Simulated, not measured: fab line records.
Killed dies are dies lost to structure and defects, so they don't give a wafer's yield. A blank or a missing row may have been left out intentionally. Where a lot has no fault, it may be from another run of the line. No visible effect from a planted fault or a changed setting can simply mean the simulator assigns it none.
Chamber matching / flow n5Finfet / rieDiel-03 running N5_BEOL_M0_ETCH_138: 4 sister chambers
The step etches SiCN in CH3F/O2, target depth 12 nm, time 31.6 s. 14 wafers are shown with their chamber, then 7 later ones without.

## WAFERS WITH THEIR CHAMBER
wafer=L299.2; chamber=3; showerheadPlenumPTorr (Torr)=1.93; drypumpMotorCurrentA (A)=6.3; throttleValvePct (%)=16.22
wafer=L299.5; chamber=1; showerheadPlenumPTorr (Torr)=2.11; drypumpMotorCurrentA (A)=5.7; throttleValvePct (%)=15.99
wafer=L299.6; chamber=2; showerheadPlenumPTorr (Torr)=2.06; drypumpMotorCurrentA (A)=6.6; throttleValvePct (%)=16.64
wafer=L300.3; chamber=3; showerheadPlenumPTorr (Torr)=1.92; drypumpMotorCurrentA (A)=6.3; throttleValvePct (%)=16.22
wafer=L300.4; chamber=2; showerheadPlenumPTorr (Torr)=2.06; drypumpMotorCurrentA (A)=6.6; throttleValvePct (%)=16.61
wafer=L300.6; chamber=1; showerheadPlenumPTorr (Torr)=2.11; drypumpMotorCurrentA (A)=5.6; throttleValvePct (%)=16.02
wafer=L302.2; chamber=2; showerheadPlenumPTorr (Torr)=2.06; drypumpMotorCurrentA (A)=6.6; throttleValvePct (%)=16.63
wafer=L302.3; chamber=0; showerheadPlenumPTorr (Torr)=1.95; drypumpMotorCurrentA (A)=6.3; throttleValvePct (%)=16.14
wafer=L302.6; chamber=0; showerheadPlenumPTorr (Torr)=1.95; drypumpMotorCurrentA (A)=6.3; throttleValvePct (%)=16.14
wafer=L303.4; chamber=2; showerheadPlenumPTorr (Torr)=2.06; drypumpMotorCurrentA (A)=6.6; throttleValvePct (%)=16.62
wafer=L303.5; chamber=2; showerheadPlenumPTorr (Torr)=2.06; drypumpMotorCurrentA (A)=6.6; throttleValvePct (%)=16.64
wafer=L303.6; chamber=1; showerheadPlenumPTorr (Torr)=2.11; drypumpMotorCurrentA (A)=5.7; throttleValvePct (%)=16.02
wafer=L304.1; chamber=2; showerheadPlenumPTorr (Torr)=2.06; drypumpMotorCurrentA (A)=6.6; throttleValvePct (%)=16.65
wafer=L304.3; chamber=3; showerheadPlenumPTorr (Torr)=1.92; drypumpMotorCurrentA (A)=6.3; throttleValvePct (%)=16.25

SIGNATURES, as means of the wafers listed above
reading=showerheadPlenumPTorr; chamber 0=1.9500; chamber 1=2.1100; chamber 2=2.0600; chamber 3=1.9233; scatter within a chamber=0.00258
reading=drypumpMotorCurrentA; chamber 0=6.300; chamber 1=5.667; chamber 2=6.600; chamber 3=6.300; scatter within a chamber=0.0258
reading=throttleValvePct; chamber 0=16.1400; chamber 1=16.0100; chamber 2=16.6317; chamber 3=16.2300; scatter within a chamber=0.0151
Rule: for a wafer and a chamber, the distance is found by dividing, reading by reading, the gap between the wafer's reading and the chamber's mean by the reading's scatter, squaring, summing and taking the root. The wafer belongs to the nearest chamber; if the next one is less than 2 further off, it can't be placed. How the scatter is found: for the shown wafers, subtract from each reading the mean of its chamber, square and add these, divide the total by (wafers less chambers), then take the root.

## WAFERS WITH NO CHAMBER GIVEN
wafer=L304.4; showerheadPlenumPTorr (Torr)=1.95; drypumpMotorCurrentA (A)=6.3; throttleValvePct (%)=16.15
wafer=L310.2; showerheadPlenumPTorr (Torr)=2.06; drypumpMotorCurrentA (A)=6.6; throttleValvePct (%)=16.66
wafer=L310.3; showerheadPlenumPTorr (Torr)=2.10; drypumpMotorCurrentA (A)=5.7; throttleValvePct (%)=16.06
wafer=L310.5; showerheadPlenumPTorr (Torr)=2.10; drypumpMotorCurrentA (A)=5.7; throttleValvePct (%)=16.05
wafer=L311.2; showerheadPlenumPTorr (Torr)=2.05; drypumpMotorCurrentA (A)=6.6; throttleValvePct (%)=16.67
wafer=L311.5; showerheadPlenumPTorr (Torr)=2.05; drypumpMotorCurrentA (A)=6.6; throttleValvePct (%)=16.68
wafer=L311.6; showerheadPlenumPTorr (Torr)=1.92; drypumpMotorCurrentA (A)=6.3; throttleValvePct (%)=16.26

## CHAMBER TAKEN BY EACH
wafer=L304.4; from the rows above=0; in truth=0
wafer=L310.2; from the rows above=2; in truth=2
wafer=L310.3; from the rows above=1; in truth=1
wafer=L310.5; from the rows above=1; in truth=1
wafer=L311.2; from the rows above=2; in truth=2
wafer=L311.5; from the rows above=2; in truth=2
wafer=L311.6; from the rows above=3; in truth=3
7 of 7 placed correctly. Not placeable from these rows: 0. Number placed wrongly: 0.
